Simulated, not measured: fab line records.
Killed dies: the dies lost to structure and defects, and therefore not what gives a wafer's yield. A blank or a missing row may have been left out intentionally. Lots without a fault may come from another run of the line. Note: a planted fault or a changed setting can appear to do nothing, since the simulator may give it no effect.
The tool behind it: which one? / flow nandHarc / 12 lots, 36 wafers sampled, at 4 steps of a route of 1302

WHAT THE GAUGES READ, wafer by wafer
NHARC_P_CONTACT_OVL_MEAS_13.
lot=L075; measured=day 6 08:45; on=overlay-01; overlayXNm (nm)=0.5 -0.2 0.4
lot=L077; measured=day 7 00:59; on=overlay-02; overlayXNm (nm)=-0.5 -0.9 -0.9
lot=L079; measured=day 8 00:04; on=overlay-02; overlayXNm (nm)=-0.9 -0.6 0.0
lot=L081; measured=day 9 01:47; on=overlay-01; overlayXNm (nm)=-0.3 -0.6 -1.0
lot=L083; measured=day 9 21:12; on=overlay-02; overlayXNm (nm)=-0.5 -0.6 -0.9
lot=L085; measured=day 10 12:07; on=overlay-01; overlayXNm (nm)=-0.5 -0.4 -0.4
lot=L087; measured=day 11 11:19; on=overlay-02; overlayXNm (nm)=0.9 0.8 0.7
lot=L089; measured=day 12 07:16; on=overlay-02; overlayXNm (nm)=1.1 1.3 1.5
lot=L091; measured=day 12 20:10; on=overlay-02; overlayXNm (nm)=0.7 0.8 0.3
lot=L093; measured=day 14 00:52; on=overlay-02; overlayXNm (nm)=-0.1 0.0 0.2
lot=L095; measured=day 14 13:18; on=overlay-02; overlayXNm (nm)=-1.1 -1.4 -1.3
lot=L097; measured=day 15 19:23; on=overlay-01; overlayXNm (nm)=-1.6 -0.4 -0.9

TOOL THAT RAN EACH LOT (tool first, then ch and the chambers of the sampled wafers, then the start)
lot=L075; NHARC_P_ZERO_WELL_DESCUM_39=rieDiel-04 ch 0,1,3, day 2 10:28; NHARC_P_GATE_ETCH_104=rieDiel-10 ch 0,1,2, day 5 12:56; NHARC_P_GATE_STRIP_111=plasmaAsher-02 ch 0,1, day 6 01:11
lot=L077; NHARC_P_ZERO_WELL_DESCUM_39=rieDiel-04 ch 0,2,3, day 3 06:10; NHARC_P_GATE_ETCH_104=rieDiel-10 ch 0,2,3, day 6 05:13; NHARC_P_GATE_STRIP_111=plasmaAsher-01 ch 0,1, day 6 17:25
lot=L079; NHARC_P_ZERO_WELL_DESCUM_39=rieDiel-05 ch 1,2, day 4 02:50; NHARC_P_GATE_ETCH_104=rieDiel-01 ch 0,2, day 7 03:16; NHARC_P_GATE_STRIP_111=plasmaAsher-01 ch 0, day 7 15:46
lot=L081; NHARC_P_ZERO_WELL_DESCUM_39=rieDiel-05 ch 1,2,3, day 4 22:25; NHARC_P_GATE_ETCH_104=rieDiel-10 ch 2,3, day 8 05:55; NHARC_P_GATE_STRIP_111=plasmaAsher-01 ch 0,1, day 8 18:13
lot=L083; NHARC_P_ZERO_WELL_DESCUM_39=rieDiel-04 ch 1,2,3, day 5 18:28; NHARC_P_GATE_ETCH_104=rieDiel-03 ch 0,3, day 9 01:05; NHARC_P_GATE_STRIP_111=plasmaAsher-01 ch 0,1, day 9 13:25
lot=L085; NHARC_P_ZERO_WELL_DESCUM_39=rieDiel-11 ch 0,1, day 6 14:25; NHARC_P_GATE_ETCH_104=rieDiel-03 ch 0,1,3, day 9 11:42; NHARC_P_GATE_STRIP_111=plasmaAsher-02 ch 0,1, day 10 00:02
lot=L087; NHARC_P_ZERO_WELL_DESCUM_39=rieDiel-04 ch 0,1,3, day 7 10:16; NHARC_P_GATE_ETCH_104=rieDiel-01 ch 1,2, day 10 15:36; NHARC_P_GATE_STRIP_111=plasmaAsher-01 ch 0,1, day 11 03:50
lot=L089; NHARC_P_ZERO_WELL_DESCUM_39=rieDiel-05 ch 1,2, day 8 06:28; NHARC_P_GATE_ETCH_104=rieDiel-01 ch 0,1, day 11 11:23; NHARC_P_GATE_STRIP_111=plasmaAsher-02 ch 0,1, day 11 23:44
lot=L091; NHARC_P_ZERO_WELL_DESCUM_39=rieDiel-11 ch 0,1,3, day 9 02:23; NHARC_P_GATE_ETCH_104=rieDiel-01 ch 0,1,3, day 12 00:23; NHARC_P_GATE_STRIP_111=plasmaAsher-02 ch 0,1, day 12 12:34
lot=L093; NHARC_P_ZERO_WELL_DESCUM_39=rieDiel-04 ch 0,1,2, day 9 22:51; NHARC_P_GATE_ETCH_104=rieDiel-10 ch 1,2,3, day 13 05:02; NHARC_P_GATE_STRIP_111=plasmaAsher-01 ch 0,1, day 13 17:13
lot=L095; NHARC_P_ZERO_WELL_DESCUM_39=rieDiel-04 ch 0,3, day 10 18:16; NHARC_P_GATE_ETCH_104=rieDiel-03 ch 1,2,3, day 13 17:17; NHARC_P_GATE_STRIP_111=plasmaAsher-02 ch 0,1, day 14 05:43
lot=L097; NHARC_P_ZERO_WELL_DESCUM_39=rieDiel-05 ch 1,2,3, day 11 14:20; NHARC_P_GATE_ETCH_104=rieDiel-03 ch 0,2, day 14 19:52; NHARC_P_GATE_STRIP_111=plasmaAsher-02 ch 0, day 15 08:19
- NHARC_P_ZERO_WELL_DESCUM_39: chemistry O2, time 3 s.
- NHARC_P_GATE_ETCH_104: etches the open film in CF4/CHF3, target depth 60 nm.
- NHARC_P_GATE_STRIP_111: strips in N2/H2, time 250 s.

THE ANSWER, worked out from the rows above alone
Rule: the usual values come from the lots themselves. The widest of any qualifying gaps counts: lots, ordered by their means at a reading, are off when they make up no more than a third of the lots, leave a main group of 4 or more, and stand apart from it by 3 or more times the standard deviation of that group's means. If all means in a main group match to the digits the tables above print for the reading, that group is not used. Also off: a lot with no number at a reading for which 4 or more lots have one. Where the step has rows for the other lots, those lots are counted as sound.
Across all readings shown, no lot is off: no conclusion can be drawn from this.

WHAT THE SIMULATOR HAD INSERTED
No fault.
